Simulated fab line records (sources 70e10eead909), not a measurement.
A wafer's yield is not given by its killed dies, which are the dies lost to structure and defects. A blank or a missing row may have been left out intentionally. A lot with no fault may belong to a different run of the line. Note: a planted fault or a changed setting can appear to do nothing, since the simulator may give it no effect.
Tool commonality check | flow nand-harc | Sampled: 14 lots, 42 wafers

== THE REASON FOR OPENING IT ==
Flagged at NHARC_A_ONON_D1_THK_MEAS_08: reading thk-nm, on 2 of 14 lots. Wafers without a fault read 998 nm, standard deviation 10.
Rule: a lot is flagged when every wafer of it that has a number lies more than 4 standard deviations from that mean, or none has a number. The other lots count as sound.

lot  | measured     | on            | thk-nm (nm), wafer by wafer | flag
L133 | day 8 01:26  | film-metro-01 | 1009 1007 1008              |
L132 | day 8 01:26  | film-metro-02 | 981 982 983                 |
L135 | day 8 18:07  | film-metro-01 | 993 992 993                 |
L134 | day 8 18:07  | film-metro-02 | 1014 1013 1012              |
L137 | day 9 20:18  | film-metro-01 | 993 992 993                 |
L138 | day 10 18:46 | film-metro-01 | 1008 1006 1007              |
L139 | day 10 18:48 | film-metro-02 | 984 985 985                 |
L140 | day 11 06:44 | film-metro-01 | 996 994 995                 |
L143 | day 12 06:36 | film-metro-01 | 1003 1005 1004              |
L144 | day 12 12:10 | film-metro-01 | 1001 1004 1000              |
L145 | day 13 06:25 | film-metro-02 | 993 993 992                 |
L147 | day 13 22:19 | film-metro-02 | 1004 1005 1005              |
L152 | day 16 03:20 | film-metro-02 | 597 598 598                 | FLAGGED
L154 | day 17 01:08 | film-metro-01 | 585 584 584                 | FLAGGED
On average the flagged lots' numbers are 591 nm, which is -407 nm against the usual, or -41 standard deviations.

== WHICH TOOL RAN EACH LOT ==
The record holds 1 process step before the reading, out of a route of 1302 steps. Each cell gives the tool, then ch followed by the chambers the sampled wafers passed through, then the start.
lot  | flag    | NHARC_A_ONON_D1_DEP_06
L133 |         | pecvd-onon-04 ch 0, day 8 01:02
L132 |         | pecvd-onon-03 ch 0, day 8 01:06
L135 |         | pecvd-onon-04 ch 0, day 8 17:36
L134 |         | pecvd-onon-03 ch 0, day 8 17:43
L137 |         | pecvd-onon-03 ch 0, day 9 19:47
L138 |         | pecvd-onon-04 ch 0, day 10 18:16
L139 |         | pecvd-onon-02 ch 0, day 10 18:20
L140 |         | pecvd-onon-03 ch 0, day 11 06:14
L143 |         | pecvd-onon-03 ch 0, day 12 06:05
L144 |         | pecvd-onon-02 ch 0, day 12 11:40
L145 |         | pecvd-onon-03 ch 0, day 13 06:01
L147 |         | pecvd-onon-02 ch 0, day 13 21:48
L152 | FLAGGED | pecvd-onon-03 ch 0, day 16 02:49
L154 | FLAGGED | pecvd-onon-03 ch 0, day 17 00:41
What is done by these steps:
- NHARC_A_ONON_D1_DEP_06: target thk 1000 nm.
- NHARC_A_ONON_D1_THK_MEAS_08: measures by ellipsometry.

== FLAGGED AGAINST TOTAL, ONE TOOL AT A TIME (gauges that did the reading follow at the end) ==
step                        | tool          | lots run | flagged | share of the flagged lots | sound lots run after its first flagged lot
NHARC_A_ONON_D1_DEP_06      | pecvd-onon-02 | 3        | 0       | none                      | -
NHARC_A_ONON_D1_DEP_06      | pecvd-onon-03 | 8        | 2       | all                       | 0
NHARC_A_ONON_D1_DEP_06      | pecvd-onon-04 | 3        | 0       | none                      | -
NHARC_A_ONON_D1_THK_MEAS_08 | film-metro-01 | 8        | 1       | some                      | 0
NHARC_A_ONON_D1_THK_MEAS_08 | film-metro-02 | 6        | 1       | some                      | 0

== THE TABLE: WHAT IT ALLOWS ==
1 row of the table ran every flagged lot: pecvd-onon-03 at NHARC_A_ONON_D1_DEP_06.
- pecvd-onon-03 at NHARC_A_ONON_D1_DEP_06: 2 of its 8 lots flagged. A fault beginning between L145 (day 13 06:01), its last sound lot, and L152 (day 16 02:49), its first flagged one, fits the data.
Left over: one tool, pecvd-onon-03 at NHARC_A_ONON_D1_DEP_06.

== WHAT THE SIMULATOR HAD PUT IN ==
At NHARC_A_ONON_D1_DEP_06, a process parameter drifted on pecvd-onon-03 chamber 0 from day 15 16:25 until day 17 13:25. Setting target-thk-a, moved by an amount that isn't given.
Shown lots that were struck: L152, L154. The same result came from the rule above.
